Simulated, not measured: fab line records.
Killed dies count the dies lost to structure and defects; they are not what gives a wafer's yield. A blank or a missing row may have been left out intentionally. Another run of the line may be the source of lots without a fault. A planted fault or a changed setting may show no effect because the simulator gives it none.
Which tool did it?    flow n5_finfet    Sampling: 24 lots, 72 wafers, 6 of 1938 route steps

## WHAT THE GAUGES SHOWED, per wafer
N5_BEOL_M8_CD_MEAS_11: target cd 38.5 nm.
lot   measured      on         cd_nm (nm)
L076  day 9 08:15   cd_sem-02  38.7 38.4 39.1
L074  day 9 10:19   cd_sem-02  38.7 38.7 38.8
L077  day 10 01:29  cd_sem-02  38.2 39.5 39.0
L075  day 10 02:20  cd_sem-01  37.7 38.8 38.5
L078  day 10 08:35  cd_sem-01  38.7 38.1 38.7
L079  day 10 16:01  cd_sem-01  38.6 38.6 38.9
L081  day 11 02:52  cd_sem-03  38.2 38.4 38.3
L082  day 11 03:24  cd_sem-02  38.2 38.3 38.3
L083  day 11 10:54  cd_sem-03  38.9 38.8 38.0
L080  day 11 11:04  cd_sem-01  38.6 39.5 38.6
L084  day 11 18:29  cd_sem-03  38.3 38.4 38.9
L085  day 12 04:49  cd_sem-02  38.5 38.1 38.7
L086  day 12 18:53  cd_sem-02  38.9 37.9 38.3
L087  day 13 02:29  cd_sem-03  38.8 37.9 38.1
L088  day 13 05:25  cd_sem-03  38.9 38.9 39.0
L090  day 13 09:23  cd_sem-02  38.6 38.6 38.3
L091  day 13 13:25  cd_sem-03  38.3 38.9 38.4
L089  day 13 20:35  cd_sem-03  38.5 38.1 38.8
L092  day 14 02:40  cd_sem-03  38.3 38.3 38.1
L094  day 14 04:02  cd_sem-02  39.3 38.7 38.6
L093  day 14 06:51  cd_sem-02  38.7 38.6 39.0
L095  day 14 14:10  cd_sem-01  38.3 39.3 39.0
L096  day 15 03:54  cd_sem-01  37.8 39.0 38.9
L097  day 15 10:41  cd_sem-01  39.1 38.5 38.8

N5_BEOL_M8_INSPECT_58: inspects for defects (darkfield).
lot   measured      on                 raw_defect_count
L076  day 9 16:10   defect_inspect-01  91 95 50
L074  day 9 18:50   defect_inspect-01  37 26 22
L077  day 10 06:16  defect_inspect-01  112 103 78
L075  day 10 08:25  defect_inspect-02  62 106 76
L078  day 10 13:37  defect_inspect-01  108 67 50
L079  day 10 22:47  defect_inspect-01  63 52 56
L081  day 11 07:41  defect_inspect-02  93 61 47
L082  day 11 08:19  defect_inspect-01  44 37 79
L083  day 11 16:29  defect_inspect-01  82 111 49
L080  day 11 19:22  defect_inspect-02  70 76 65
L084  day 12 00:56  defect_inspect-01  81 37 90
L085  day 12 11:27  defect_inspect-01  62 42 87
L086  day 12 22:40  defect_inspect-01  44 52 72
L087  day 13 06:58  defect_inspect-02  83 87 91
L088  day 13 11:19  defect_inspect-02  76 61 69
L090  day 13 15:07  defect_inspect-02  100 67 70
L091  day 13 19:56  defect_inspect-02  72 114 110
L089  day 14 01:09  defect_inspect-02  58 70 67
L092  day 14 06:57  defect_inspect-02  57 93 105
L094  day 14 08:37  defect_inspect-01  118 56 48
L093  day 14 12:31  defect_inspect-02  62 72 97
L095  day 14 19:43  defect_inspect-02  58 45 84
L096  day 15 12:26  defect_inspect-02  62 163 90
L097  day 15 18:26  defect_inspect-01  50 63 45

N5_BEOL_M9_INSPECT_13: inspects for defects (brightfield).
lot   measured      on                 raw_defect_count
L076  day 9 18:19   defect_inspect-02  438 460 376
L074  day 9 20:14   defect_inspect-02  278 198 212
L077  day 10 09:44  defect_inspect-02  444 440 439
L075  day 10 10:23  defect_inspect-02  369 444 343
L078  day 10 15:51  defect_inspect-01  373 350 390
L079  day 11 00:38  defect_inspect-01  415 453 408
L081  day 11 10:44  defect_inspect-01  328 310 307
L082  day 11 11:06  defect_inspect-01  365 506 539
L083  day 11 18:40  defect_inspect-02  514 378 348
L080  day 11 21:46  defect_inspect-01  414 452 400
L084  day 12 02:22  defect_inspect-02  363 277 403
L085  day 12 13:36  defect_inspect-01  353 324 356
L086  day 13 00:01  defect_inspect-02  460 546 442
L087  day 13 09:07  defect_inspect-02  499 424 346
L088  day 13 13:02  defect_inspect-01  374 310 402
L090  day 13 16:35  defect_inspect-02  568 537 444
L091  day 13 22:56  defect_inspect-02  405 485 609
L089  day 14 03:16  defect_inspect-02  423 388 343
L092  day 14 08:35  defect_inspect-02  263 338 384
L094  day 14 10:58  defect_inspect-02  511 259 391
L093  day 14 14:14  defect_inspect-01  276 417 349
L095  day 14 22:34  defect_inspect-01  454 438 387
L096  day 15 14:25  defect_inspect-02  536 614 488
L097  day 15 20:41  defect_inspect-02  378 523 357

## EACH LOT AND THE TOOL THAT RAN IT (in order: tool; ch and the chambers of the sampled wafers; start)
lot   N5_BEOL_M8_ETCH_66                  N5_BEOL_M8_TRENCH_ETCH_37                      N5_BEOL_M9_PECVD_70
L076  rie_diel-05 ch 1,2,3, day 9 09:29   rie_diel-05 ch 1,2,3, day 9 16:10 or earlier   pecvd-02 ch 0,1,2, day 9 16:49
L074  rie_diel-05 ch 0,2,3, day 9 11:29   rie_diel-05 ch 0,2,3, day 9 18:50 or earlier   pecvd-04 ch 0,1,2, day 9 19:29
L077  rie_diel-02 ch 0,3, day 10 03:24    rie_diel-02 ch 0,3, day 10 06:16 or earlier    pecvd-03 ch 1, day 10 06:59
L075  rie_diel-04 ch 0,2, day 10 03:35    rie_diel-04 ch 0,2, day 10 08:25 or earlier    pecvd-03 ch 0,1, day 10 09:08
L078  rie_diel-02 ch 0,1,2, day 10 10:03  rie_diel-02 ch 0,1,2, day 10 13:37 or earlier  pecvd-03 ch 0,1, day 10 14:23
L079  rie_diel-05 ch 1,3, day 10 18:26    rie_diel-05 ch 1,3, day 10 22:47 or earlier    pecvd-04 ch 1,2, day 10 23:27
L081  rie_diel-02 ch 0,3, day 11 04:46    rie_diel-02 ch 0,3, day 11 07:41 or earlier    pecvd-04 ch 0,1, day 11 08:20
L082  rie_diel-04 ch 2,3, day 11 05:14    rie_diel-04 ch 2,3, day 11 08:19 or earlier    pecvd-04 ch 0,1,2, day 11 09:29
L083  rie_diel-02 ch 0,1,3, day 11 12:18  rie_diel-02 ch 0,1,3, day 11 16:29 or earlier  pecvd-02 ch 0,2, day 11 17:09
L080  rie_diel-05 ch 0,1,3, day 11 14:26  rie_diel-05 ch 0,1,3, day 11 19:22 or earlier  pecvd-02 ch 0,1, day 11 20:01
L084  rie_diel-05 ch 1,2, day 11 20:49    rie_diel-05 ch 1,2, day 12 00:56 or earlier    pecvd-02 ch 0,1, day 12 01:36
L085  rie_diel-02 ch 0,1,3, day 12 06:35  rie_diel-02 ch 0,1,3, day 12 11:27 or earlier  pecvd-02 ch 0,1,2, day 12 12:25
L086  rie_diel-05 ch 0,2,3, day 12 20:00  rie_diel-05 ch 0,2,3, day 12 22:40 or earlier  pecvd-03 ch 0,1,2, day 12 23:19
L087  rie_diel-02 ch 0,1,3, day 13 04:11  rie_diel-02 ch 0,1,3, day 13 06:58 or earlier  pecvd-03 ch 1,2, day 13 07:38
L088  rie_diel-02 ch 0,1, day 13 08:00    rie_diel-02 ch 0,1, day 13 11:19 or earlier    pecvd-02 ch 0,1,2, day 13 11:59
L090  rie_diel-04 ch 0,3, day 13 12:17    rie_diel-04 ch 0,3, day 13 15:07 or earlier    pecvd-02 ch 0,1, day 13 15:47
L091  rie_diel-05 ch 0,1,2, day 13 16:09  rie_diel-05 ch 0,1,2, day 13 19:56 or earlier  pecvd-04 ch 0,1, day 13 20:36
L089  rie_diel-02 ch 0,1,2, day 13 22:15  rie_diel-02 ch 0,1,2, day 14 01:09 or earlier  pecvd-02 ch 1,2, day 14 01:49
L092  rie_diel-02 ch 0,1,2, day 14 03:54  rie_diel-02 ch 0,1,2, day 14 06:57 or earlier  pecvd-03 ch 0,2, day 14 07:37
L094  rie_diel-04 ch 0,2,3, day 14 05:27  rie_diel-04 ch 0,2,3, day 14 08:37 or earlier  pecvd-04 ch 0,2, day 14 09:17
L093  rie_diel-04 ch 1,2,3, day 14 08:29  rie_diel-04 ch 1,2,3, day 14 12:31 or earlier  pecvd-02 ch 0,1, day 14 13:11
L095  rie_diel-05 ch 0,1,2, day 14 15:44  rie_diel-05 ch 0,1,2, day 14 19:43 or earlier  pecvd-02 ch 0,2, day 14 20:52
L096  rie_diel-02 ch 1,2,3, day 15 08:35  rie_diel-02 ch 1,2,3, day 15 12:26 or earlier  pecvd-03 ch 1,2, day 15 13:06
L097  rie_diel-02 ch 0,1,3, day 15 15:33  rie_diel-02 ch 0,1,3, day 15 18:26 or earlier  pecvd-04 ch 0,1, day 15 19:06
- N5_BEOL_M8_ETCH_66: etches SOC in N2/H2, target depth 80 nm, overetch 16 nm, time 120 s.
- N5_BEOL_M8_TRENCH_ETCH_37: etches SiCOH lowk in C4F6/O2, target depth 93.478 nm, time 31.2 s.
- N5_BEOL_M9_PECVD_70: deposits SiO2 from TEOS/O2, target thk 20 nm, time 22.7 s.

## WHAT THE TOOLS THEMSELVES READ (means of the sampled wafers that have a number; where no wafer has one, the mark that the record gives instead)
N5_BEOL_M8_ETCH_66.
lot   tool         drypump_motor_current_A (A)  oes_product_au (a.u.)  rf_vpp_V (V)  showerhead_plenum_p_Torr (Torr)  throttle_valve_pct (%)
L076  rie_diel-05  5.6                          0.61                   523.5         2.54                             17.56
L074  rie_diel-05  5.7                          0.58                   525.7         2.61                             17.57
L077  rie_diel-02  5.5                          0.64                   523.8         2.51                             17.76
L075  rie_diel-04  5.8                          0.57                   524.9         2.57                             17.85
L078  rie_diel-02  5.8                          0.61                   523.5         2.53                             17.72
L079  rie_diel-05  5.6                          0.59                   522.5         2.49                             17.63
L081  rie_diel-02  5.5                          0.63                   522.7         2.50                             17.79
L082  rie_diel-04  5.2                          0.63                   527.0         2.67                             17.80
L083  rie_diel-02  5.4                          0.63                   523.6         2.54                             17.78
L080  rie_diel-05  5.6                          0.62                   524.8         2.56                             17.73
L084  rie_diel-05  5.7                          0.58                   524.9         2.57                             17.53
L085  rie_diel-02  5.4                          0.63                   523.7         2.54                             17.80
L086  rie_diel-05  5.7                          0.56                   524.9         2.59                             17.62
L087  rie_diel-02  5.4                          0.62                   523.7         2.54                             17.80
L088  rie_diel-02  5.4                          0.62                   524.5         2.58                             17.80
L090  rie_diel-04  5.3                          0.62                   525.7         2.63                             17.71
L091  rie_diel-05  5.6                          0.61                   525.9         2.59                             17.71
L089  rie_diel-02  5.8                          0.59                   523.0         2.52                             17.78
L092  rie_diel-02  5.8                          0.59                   523.1         2.52                             17.79
L094  rie_diel-04  5.5                          0.58                   525.6         2.60                             17.87
L093  rie_diel-04  5.4                          0.61                   525.3         2.60                             17.79
L095  rie_diel-05  5.6                          0.59                   525.2         2.59                             17.71
L096  rie_diel-02  5.8                          0.60                   521.8         2.49                             17.87
L097  rie_diel-02  5.4                          0.61                   524.5         2.53                             17.84

N5_BEOL_M8_TRENCH_ETCH_37.
lot   tool         drypump_motor_current_A (A)  oes_ar_750_au (a.u.)  oes_product_au (a.u.)  rf_vpp_V (V)  showerhead_plenum_p_Torr (Torr)  throttle_valve_pct (%)
L076  rie_diel-05  5.6                          0.79                  0.79                   669           2.85                             20.70
L074  rie_diel-05  5.7                          0.75                  0.75                   670           2.91                             20.66
L077  rie_diel-02  5.5                          0.84                  0.83                   649           2.82                             20.92
L075  rie_diel-04  5.8                          0.74                  0.74                   659           2.87                             20.90
L078  rie_diel-02  5.8                          0.80                  0.81                   671           2.83                             20.83
L079  rie_diel-05  5.6                          0.77                  0.77                   679           2.80                             20.80
L081  rie_diel-02  5.5                          0.82                  0.83                   649           2.81                             20.94
L082  rie_diel-04  5.2                          0.83                  0.82                   660           3.00                             20.90
L083  rie_diel-02  5.4                          0.83                  0.82                   662           2.85                             20.91
L080  rie_diel-05  5.6                          0.80                  0.81                   673           2.85                             20.76
L084  rie_diel-05  5.7                          0.76                  0.76                   659           2.87                             20.63
L085  rie_diel-02  5.4                          0.82                  0.82                   663           2.85                             20.93
L086  rie_diel-05  5.7                          0.72                  0.72                   670           2.90                             20.70
L087  rie_diel-02  5.4                          0.81                  0.81                   664           2.84                             20.94
L088  rie_diel-02  5.4                          0.81                  0.82                   676           2.88                             20.92
L090  rie_diel-04  5.3                          0.80                  0.79                   665           2.94                             20.79
L091  rie_diel-05  5.6                          0.79                  0.79                   663           2.88                             20.69
L089  rie_diel-02  5.8                          0.77                  0.77                   672           2.82                             20.87
L092  rie_diel-02  5.8                          0.76                  0.77                   671           2.82                             20.87
L094  rie_diel-04  5.5                          0.76                  0.75                   660           2.92                             20.94
L093  rie_diel-04  5.4                          0.80                  0.78                   655           2.90                             20.82
L095  rie_diel-05  5.6                          0.77                  0.78                   664           2.88                             20.71
L096  rie_diel-02  5.8                          0.78                  0.78                   663           2.79                             20.99
L097  rie_diel-02  5.4                          0.79                  0.79                   662           2.84                             20.96

N5_BEOL_M9_PECVD_70.
lot   tool      heater_power_w (W)  showerhead_plenum_p_Torr (Torr)  throttle_valve_pct (%)
L076  pecvd-02  866                 8.80                             22.4
L074  pecvd-04  729                 8.78                             22.0
L077  pecvd-03  771                 8.82                             22.7
L075  pecvd-03  732                 8.85                             22.9
L078  pecvd-03  698                 8.84                             22.7
L079  pecvd-04  748                 8.80                             22.3
L081  pecvd-04  696                 8.80                             22.0
L082  pecvd-04  705                 8.78                             22.3
L083  pecvd-02  876                 8.81                             23.1
L080  pecvd-02  988                 8.79                             22.1
L084  pecvd-02  987                 8.79                             21.8
L085  pecvd-02  893                 8.81                             22.5
L086  pecvd-03  631                 8.80                             22.4
L087  pecvd-03  587                 8.73                             22.0
L088  pecvd-02  931                 8.80                             22.6
L090  pecvd-02  953                 8.76                             22.6
L091  pecvd-04  697                 8.80                             22.2
L089  pecvd-02  832                 8.82                             22.7
L092  pecvd-03  587                 8.76                             22.2
L094  pecvd-04  641                 8.78                             22.3
L093  pecvd-02  991                 8.77                             22.5
L095  pecvd-02  891                 8.83                             23.2
L096  pecvd-03  691                 8.76                             22.5
L097  pecvd-04  711                 8.79                             22.2

## THE ANSWER, worked out from the rows above alone
Rule: the usual values come from the lots themselves. The widest of any qualifying gaps counts: lots, ordered by their means at a reading, are off when they make up no more than a third of the lots, leave a main group of 4 or more, and stand apart from it by 3 or more times the standard deviation of that group's means. Not used: any main group whose means are identical at the precision the tables above print for the reading. Also off: a lot with no number at a reading for which 4 or more lots have one. Any other lot the step has rows for is counted as sound. First the gauges in route order, then the tools' own readings, where a lot's mean is used as printed above. At the first step where some lot is off, the reading lying furthest off is the one used; lots without a number count as furthest.
None of the lots is off at any reading shown; this tells nothing.

## WHAT HAD BEEN PUT IN BY THE SIMULATOR
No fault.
